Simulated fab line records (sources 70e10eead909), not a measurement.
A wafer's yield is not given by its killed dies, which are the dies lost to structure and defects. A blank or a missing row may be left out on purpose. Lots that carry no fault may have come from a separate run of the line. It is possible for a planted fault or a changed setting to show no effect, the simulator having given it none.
Struck lot and sound lot, side by side :: flow nand_harc :: 14 steps out of a route of 1302
Sound: wafers L141.3, L141.4, L141.5. Wafers L136.2, L136.5, L136.6 were the ones struck. The cause is given at the end.
At each step with rows: each side's tool, then ch and its chambers, then its first start. Under that, the readings that differ: sound wafers :: struck wafers :: difference of the means :: sigmas: that difference in standard deviations of wafers without a fault.
alike: readings whose means differ by less than 2 such deviations, and words and numbers that are the same on both sides. not compared: withheld readings, readings that some wafer has no value for, bounds like >300 that may hide the same value, and numbers for which the record gives no deviation and whose values overlap.
A row with sigmas, a row that says differs or no value, or rows on one side alone: a step with any of these is where the two part. Non-overlapping numbers with no deviation appear without sigmas and do not part them. Lack of a reading on every wafer of one side parts them only where that side has two or more wafers.

first, 2 steps without rows for these wafers: NHARC_A_CHANNEL_FILL_D2_ANNEAL_17 (time 1800 s); NHARC_A_CHANNEL_FILL_D2_CVD_18 (deposits poly-Si, target thk 3 nm).
NHARC_A_CHANNEL_FILL_D2_ETCHBACK_19: etches the open film in HBr/Cl2, target depth 5 nm, time 1.7 s.
  sound on rie_si-02 ch 2,3, day 21 16:56; struck on rie_si-02 ch 1,2, day 20 15:38
  alike: drypump_motor_current_A, hbr_flow_sccm, oes_product_au, throttle_valve_pct
  not compared: rf_hours_counter_h
NHARC_A_CHANNEL_FILL_D2_ETCHBACK_20: etches the open film in C4F8/O2/Ar, target depth 27 nm, time 13.5 s.
  sound on rie_diel-08 ch 1,3, day 21 17:05; struck on rie_diel-11 ch 0,1,3, day 20 15:47
  alike: oes_product_au, rf_vpp_V
  not compared: rf_hours_counter_h
NHARC_A_CHANNEL_FILL_D2_STRIP_28: strips in O2, time 20 s.
  sound on rie_diel-08 ch 1,2, day 21 17:10; struck on rie_diel-11 ch 0,1,3, day 20 15:52
  alike: chamber_pressure_mTorr, drypump_motor_current_A, oes_product_au, rf_vpp_V, showerhead_plenum_p_Torr, throttle_valve_pct
  not compared: rf_hours_counter_h
then, 4 steps without rows for these wafers: NHARC_A_CHANNEL_FILL_D2_PRECLEAN_21 (cleans in dHF, time 30 s); NHARC_A_CHANNEL_FILL_D2_SRD_23; NHARC_A_CHANNEL_FILL_D2_CVD_05 (deposits poly-Si, target thk 5 nm); NHARC_A_CHANNEL_FILL_D2_ANNEAL_22 (time 7200 s).
NHARC_A_CHANNEL_FILL_D2_ALD_25: deposits SiOx, target thk 60 nm, pulse time 10 s, ald cycles 600.
  sound on ald_hk-03 ch 0,2, day 22 06:45; struck on ald_hk-03 ch 2,3, day 21 04:44
  alike: heater_power_w, precursor_pulse_height_rel
  not compared: since_wet_clean_h
NHARC_A_CHANNEL_FILL_D2_ETCHBACK_08: etches the open film in C4F8, target depth 220 nm, time 110 s.
  sound on rie_diel-11 ch 1,2,3; struck on rie_diel-08 ch 1,2
  alike: oes_product_au, rf_vpp_V
  not compared: rf_hours_counter_h
NHARC_A_CHANNEL_FILL_D2_STRIP_29: strips in O2, time 20 s.
  sound on rie_diel-11 ch 1,2, day 22 12:29; struck on rie_diel-08 ch 0,1,3, day 21 10:28
  no value came back on the struck wafers for any of 7 readings (bias_w (W), chamber_pressure_mTorr (mTorr) and others); on the sound wafers bias_w (W) reads 0 0 0
  not compared: rf_hours_counter_h
then, 1 step without rows for these wafers: NHARC_A_CHANNEL_FILL_D2_PRECLEAN_30 (cleans in dHF, time 30 s).
-- record jumps: 9 days between struck wafers' starts before vs after; left off in module A_CHANNEL_FILL_D2, resumes in module END, first step shown is number 1302 of the route --
NHARC_END_SORT_01:
  the record has rows for the struck wafers here (prober-01 ch 0, day 30 05:21) and none for the sound ones

== WHERE THEY PART ==
Earliest at NHARC_A_CHANNEL_FILL_D2_STRIP_29; latest, in this record, at NHARC_END_SORT_01.

WHY: the cause the simulator had injected
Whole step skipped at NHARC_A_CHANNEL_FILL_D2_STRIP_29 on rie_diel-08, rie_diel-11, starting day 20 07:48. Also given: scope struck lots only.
